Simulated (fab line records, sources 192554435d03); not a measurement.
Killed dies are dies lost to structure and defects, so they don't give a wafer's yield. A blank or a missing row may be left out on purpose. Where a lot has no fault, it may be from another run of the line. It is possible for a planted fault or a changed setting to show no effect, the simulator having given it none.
Chamber matching ; flow n5Finfet ; N5_SDB_HM_DEP_00 on pecvd-04 has 3 sister chambers
The step deposits SiNx from SiH4/NH3/N2, target thk 40 nm, time 35.3 s. 33 wafers are shown with their chamber, then 12 later ones without.

## EACH WAFER AND ITS CHAMBER
wafer;chamber;throttleValvePct (%);showerheadPlenumPTorr (Torr);heaterPowerW (W)
L075.1;1;42.7;5.14;660
L075.3;0;42.8;5.21;691
L075.5;1;42.5;5.12;670
L077.1;1;42.4;5.12;739
L077.3;0;43.2;5.20;667
L077.6;0;42.8;5.21;667
L078.1;2;37.5;5.15;733
L078.3;1;42.2;5.12;781
L078.6;1;42.2;5.12;771
L079.1;2;37.3;5.15;719
L079.3;2;37.5;5.16;736
L079.6;2;37.3;5.15;722
L080.1;2;37.6;5.15;729
L080.3;1;42.1;5.13;695
L080.5;1;42.5;5.14;688
L083.2;2;37.4;5.18;733
L083.4;1;42.6;5.12;633
L083.5;0;42.9;5.21;637
L084.2;2;37.7;5.16;665
L084.3;1;42.3;5.13;754
L084.5;1;42.4;5.12;732
L085.3;0;42.8;5.21;719
L085.4;1;42.4;5.13;732
L085.6;0;43.0;5.20;705
L086.1;0;42.9;5.21;716
L086.3;2;37.8;5.13;663
L086.4;0;42.9;5.20;703
L088.1;1;42.3;5.11;659
L088.3;2;37.9;5.16;622
L088.5;1;42.2;5.12;669
L089.4;2;37.7;5.14;769
L089.5;1;42.5;5.13;670
L089.6;0;42.9;5.20;726

SIGNATURES, as means of the wafers listed above
reading;chamber 0;chamber 1;chamber 2;scatter within a chamber
throttleValvePct;42.911;42.379;37.570;0.173
showerheadPlenumPTorr;5.2056;5.1250;5.1530;0.00963
heaterPowerW;692.33;703.79;709.10;42.2
Rule: distance of a wafer from a chamber = root of the sum over the readings of ((wafer's reading minus chamber's mean) / reading's scatter) squared. The wafer belongs to the nearest chamber; if the next one is less than 2 further off, it can't be placed. The scatter is the square root of a quotient: the sum, over the shown wafers, of each reading's squared deviation from its chamber's mean, divided by wafers minus chambers.

## WAFERS WITH NO CHAMBER GIVEN
wafer;throttleValvePct (%);showerheadPlenumPTorr (Torr);heaterPowerW (W)
L091.2;37.7;5.14;776
L091.3;42.4;5.12;768
L091.4;42.5;5.14;767
L092.2;37.7;5.15;735
L092.5;37.9;5.14;730
L092.6;42.6;5.13;673
L094.1;42.9;5.20;736
L094.4;43.0;5.20;702
L094.6;42.5;5.12;653
L097.2;42.4;5.12;697
L097.5;43.0;5.21;687
L097.6;42.6;5.13;709

## CHAMBER TAKEN BY EACH
wafer;from the rows above;in truth
L091.2;2;2
L091.3;1;1
L091.4;1;1
L092.2;2;2
L092.5;2;2
L092.6;1;1
L094.1;0;0
L094.4;0;0
L094.6;1;1
L097.2;1;1
L097.5;0;0
L097.6;1;1
Correctly placed: 12 of 12. Left unplaced by these rows: 0. 0 placed wrongly.
